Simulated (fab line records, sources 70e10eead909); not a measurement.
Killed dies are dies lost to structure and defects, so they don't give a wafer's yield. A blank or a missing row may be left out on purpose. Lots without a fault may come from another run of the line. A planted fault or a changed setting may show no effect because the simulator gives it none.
Which tool did it? | flow nand_harc | 12 lots, 36 wafers sampled, at 3 steps of a route of 1159

WHAT THE GAUGES READ, wafer by wafer
NHARC_A_WL_FILL_INSPECT_15. Usual: raw_defect_count 363, standard deviation 95.
lot  | measured     | on                | raw_defect_count | flag
L628 | day 15 21:48 | defect_inspect-02 | 259 317 287      |
L631 | day 16 09:02 | defect_inspect-01 | 335 411 354      |
L633 | day 16 14:09 | defect_inspect-01 | 393 546 257      |
L630 | day 16 18:23 | defect_inspect-01 | 424 251 375      |
L634 | day 17 18:29 | defect_inspect-02 | 270 309 319      |
L635 | day 18 05:08 | defect_inspect-01 | 358 299 575      |
L643 | day 19 22:58 | defect_inspect-01 | 208 319 397      |
L649 | day 20 14:49 | defect_inspect-02 | 432 566 532      |
L648 | day 20 19:05 | defect_inspect-01 | 470 452 462      |
L646 | day 21 11:00 | defect_inspect-02 | 436 477 388      |
L651 | day 21 18:34 | defect_inspect-01 | 320 255 352      |
L650 | day 21 19:13 | defect_inspect-02 | 377 303 368      |

NHARC_A_CONTACT_CD_MEAS_42: target cd 200 nm. Usual: cd_nm 200.2 nm, standard deviation 0.4.
lot  | measured     | on        | cd_nm (nm)        | flag
L628 | day 16 02:21 | cd_sem-01 | 199.9 200.3 199.9 |
L631 | day 16 15:19 | cd_sem-02 | 200.3 199.8 200.4 |
L633 | day 16 19:24 | cd_sem-01 | 200.4 200.2 200.0 |
L630 | day 16 22:37 | cd_sem-02 | 200.2 200.3 200.2 |
L634 | day 17 22:08 | cd_sem-03 | 200.1 200.4 199.9 |
L635 | day 18 11:25 | cd_sem-01 | 200.1 200.1 199.3 |
L643 | day 20 02:28 | cd_sem-03 | 200.2 200.8 199.8 |
L649 | day 20 19:41 | cd_sem-01 | 185.0 185.7 185.3 | OFF
L648 | day 21 01:27 | cd_sem-02 | 188.0 188.5 188.6 | OFF
L646 | day 21 16:13 | cd_sem-03 | 190.1 190.8 190.1 | OFF
L651 | day 21 22:11 | cd_sem-03 | 200.4 201.0 200.0 |
L650 | day 21 23:03 | cd_sem-03 | 200.4 199.8 199.6 |

WHICH TOOL RAN EACH LOT (tool, then ch and the chambers of the sampled wafers, then the start)
lot  | NHARC_A_CONTACT_EXPOSE_39
L628 | arfi_scanner-02 ch 0, day 16 02:13
L631 | arfi_scanner-02 ch 0, day 16 15:10
L633 | arfi_scanner-02 ch 0, day 16 19:16
L630 | arfi_scanner-01 ch 0, day 16 22:29
L634 | arfi_scanner-02 ch 0, day 17 22:00
L635 | arfi_scanner-03 ch 0, day 18 11:16
L643 | arfi_scanner-01 ch 0, day 20 02:20
L649 | arfi_scanner-02 ch 0, day 20 19:33
L648 | arfi_scanner-02 ch 0, day 21 01:19
L646 | arfi_scanner-02 ch 0, day 21 16:05
L651 | arfi_scanner-03 ch 0, day 21 22:04
L650 | arfi_scanner-01 ch 0, day 21 22:55
- NHARC_A_CONTACT_EXPOSE_39: exposes mask A CC 3.

WHAT THE TOOLS THEMSELVES READ (means of the sampled wafers that have a number; where no wafer has one, the mark that the record gives instead)
NHARC_A_CONTACT_EXPOSE_39. Usual: exposure_dose_mJ_cm2 58.81, standard deviation 0.087.
lot  | tool            | exposure_dose_mJ_cm2 | flag
L628 | arfi_scanner-02 | 58.75                |
L631 | arfi_scanner-02 | 58.77                |
L633 | arfi_scanner-02 | 58.78                |
L630 | arfi_scanner-01 | 58.92                |
L634 | arfi_scanner-02 | 58.75                |
L635 | arfi_scanner-03 | 58.77                |
L643 | arfi_scanner-01 | 58.92                |
L649 | arfi_scanner-02 | 40.55                | OFF
L648 | arfi_scanner-02 | 44.23                | OFF
L646 | arfi_scanner-02 | 46.48                | OFF
L651 | arfi_scanner-03 | 58.74                |
L650 | arfi_scanner-01 | 58.90                |

THE ANSWER, worked out from the rows above alone
Rule: a lot is off if the mean of its wafers that have a number lies more than 3 standard deviations from the usual mean. A lot without any number at a reading at which 4 lots or more have one is off too. The other lots that the step has rows for count as sound. The gauges are gone through in route order, then the tools' own readings, and for those a lot's mean is taken as printed above. The first step at which some lot is off is used, and at that step the reading that is off furthest; a lot without a number counts as furthest.
Off: L649, L648, L646, at NHARC_A_CONTACT_CD_MEAS_42 (cd_nm).
A tool fits if, at a process step before that reading, it ran every lot that is off, and no sound lot after the first of them. The gauges at NHARC_A_CONTACT_CD_MEAS_42 aren't tried: what is off there is off at NHARC_A_CONTACT_EXPOSE_39 too, on other tools, and a gauge's error can't cause that. One fits: arfi_scanner-02 at NHARC_A_CONTACT_EXPOSE_39. Its last sound lot is L634 (day 17 22:00), its first lot that is off L649 (day 20 19:33): a fault that began between those two fits.
The tool's own readings at NHARC_A_CONTACT_EXPOSE_39 bear it out: on the lots that are off they differ by more than 5 times the standard deviation of the sound lots' means. exposure_dose_mJ_cm2 reads 43.75 there against 58.81 on the sound lots.

WHAT THE SIMULATOR HAD PUT IN
Process parameter drift: arfi_scanner-02, from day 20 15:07 on, at NHARC_A_CONTACT_EXPOSE_39. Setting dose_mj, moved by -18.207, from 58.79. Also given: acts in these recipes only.
Lots struck among those shown: L649, L648, L646. The rule above found the same.
